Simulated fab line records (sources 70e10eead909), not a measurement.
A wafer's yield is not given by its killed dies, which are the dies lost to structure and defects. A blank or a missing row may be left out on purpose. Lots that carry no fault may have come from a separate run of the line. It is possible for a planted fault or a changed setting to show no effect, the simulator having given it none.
Matching of chambers + flow nandHarc + rieSi-05 running NHARC_A_ZERO_WELL_ETCH_13: 4 sister chambers
The step etches the open film in HBr/Cl2, target depth 120 nm, time 40.1 s. 4 wafers are shown with their chamber, then 12 later ones without.

== EACH WAFER AND ITS CHAMBER ==
| wafer  | chamber | oesProductAu (a.u.) |
|--------|---------|---------------------|
| L081.1 | 2       | 1.006               |
| L082.2 | 3       | 0.994               |
| L084.2 | 0       | 0.999               |
| L084.6 | 1       | 1.012               |

== WAFERS WITH NO CHAMBER GIVEN ==
| wafer  | oesProductAu (a.u.) |
|--------|---------------------|
| L086.1 | 1.000               |
| L086.2 | 1.009               |
| L086.5 | 1.005               |
| L088.2 | 1.006               |
| L088.4 | 1.010               |
| L088.5 | 0.997               |
| L092.2 | 1.010               |
| L092.3 | 1.016               |
| L092.4 | 1.004               |
| L095.1 | 1.007               |
| L095.2 | 0.998               |
| L095.5 | 1.011               |

== WHICH CHAMBER EACH WENT THROUGH ==
| wafer  | from the rows above     | in truth                   |
|--------|-------------------------|----------------------------|
| L086.1 | 0                       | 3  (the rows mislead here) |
| L086.2 | can't be placed: 2 or 1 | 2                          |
| L086.5 | 2                       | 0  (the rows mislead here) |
| L088.2 | 2                       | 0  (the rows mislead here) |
| L088.4 | can't be placed: 1 or 2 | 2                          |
| L088.5 | can't be placed: 0 or 3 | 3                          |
| L092.2 | can't be placed: 1 or 2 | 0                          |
| L092.3 | 1                       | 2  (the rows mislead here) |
| L092.4 | can't be placed: 2 or 0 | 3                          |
| L095.1 | 2                       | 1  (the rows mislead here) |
| L095.2 | can't be placed: 0 or 3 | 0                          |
| L095.5 | 1                       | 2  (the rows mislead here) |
Correctly placed: 0 of 12. Unplaceable from these rows: 6, with the true chamber sitting among the candidates in 4. Placed wrongly: 6.
How it was worked out, from the rows above alone: a wafer's distance from a chamber is the root of the sum, over the readings, of the square of ((its reading less the chamber's mean) divided by the reading's scatter). If the next closest chamber is less than 2 further off than the closest, the wafer can't be placed; otherwise it belongs to the closest. A chamber's mean is the mean of its shown wafers. The scatter: with one shown wafer a chamber, the root of the mean of the squares of how far each hidden wafer lies from its nearest shown one.
